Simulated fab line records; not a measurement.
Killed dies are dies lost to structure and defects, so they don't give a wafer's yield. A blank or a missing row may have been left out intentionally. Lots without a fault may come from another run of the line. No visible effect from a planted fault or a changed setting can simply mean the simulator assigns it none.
Chamber matching + flow nandHarc + 4 sister chambers for NHARC_A_SGD_CUT_ETCH_58 on rieDiel-09
The step etches the open film in CF4, target depth 39 nm, time 65 s. 8 wafers are shown with their chamber, then 8 later ones without.

WAFERS, EACH WITH ITS CHAMBER
| wafer  | chamber | showerheadPlenumPTorr (Torr) | drypumpMotorCurrentA (A) |
|--------|---------|------------------------------|--------------------------|
| L079.4 | 0       | 1.66                         | 5.5                      |
| L076.1 | 1       | 1.68                         | 6.0                      |
| L081.5 | 2       | 1.83                         | 5.6                      |
| L081.6 | 1       | 1.68                         | 6.0                      |
| L085.2 | 0       | 1.65                         | 5.6                      |
| L085.3 | 3       | 1.89                         | 6.2                      |
| L085.6 | 3       | 1.89                         | 6.2                      |
| L086.3 | 2       | 1.83                         | 5.6                      |

WAFERS WITHOUT THEIR CHAMBER
| wafer  | showerheadPlenumPTorr (Torr) | drypumpMotorCurrentA (A) |
|--------|------------------------------|--------------------------|
| L086.4 | 1.65                         | 5.5                      |
| L086.5 | 1.89                         | 6.2                      |
| L092.1 | 1.89                         | 6.2                      |
| L092.3 | 1.83                         | 5.6                      |
| L092.6 | 1.68                         | 5.9                      |
| L095.1 | 1.65                         | 5.5                      |
| L095.2 | 1.83                         | 5.6                      |
| L095.5 | 1.83                         | 5.6                      |

CHAMBER TAKEN BY EACH
| wafer  | from the rows above | in truth |
|--------|---------------------|----------|
| L086.4 | 0                   | 0        |
| L086.5 | 3                   | 3        |
| L092.1 | 3                   | 3        |
| L092.3 | 2                   | 2        |
| L092.6 | 1                   | 1        |
| L095.1 | 0                   | 0        |
| L095.2 | 2                   | 2        |
| L095.5 | 2                   | 2        |
Correctly placed: 8 of 8. Left unplaced by these rows: 0. 0 placed wrongly.
How it was worked out, from the rows above alone: a wafer's distance from a chamber is the root of the sum, over the readings, of the square of ((its reading less the chamber's mean) divided by the reading's scatter). If the next closest chamber is less than 2 further off than the closest, the wafer can't be placed; otherwise it belongs to the closest. A chamber's mean is the mean of its shown wafers. The scatter is the square root of a quotient: the sum, over the shown wafers, of each reading's squared deviation from its chamber's mean, divided by wafers minus chambers.
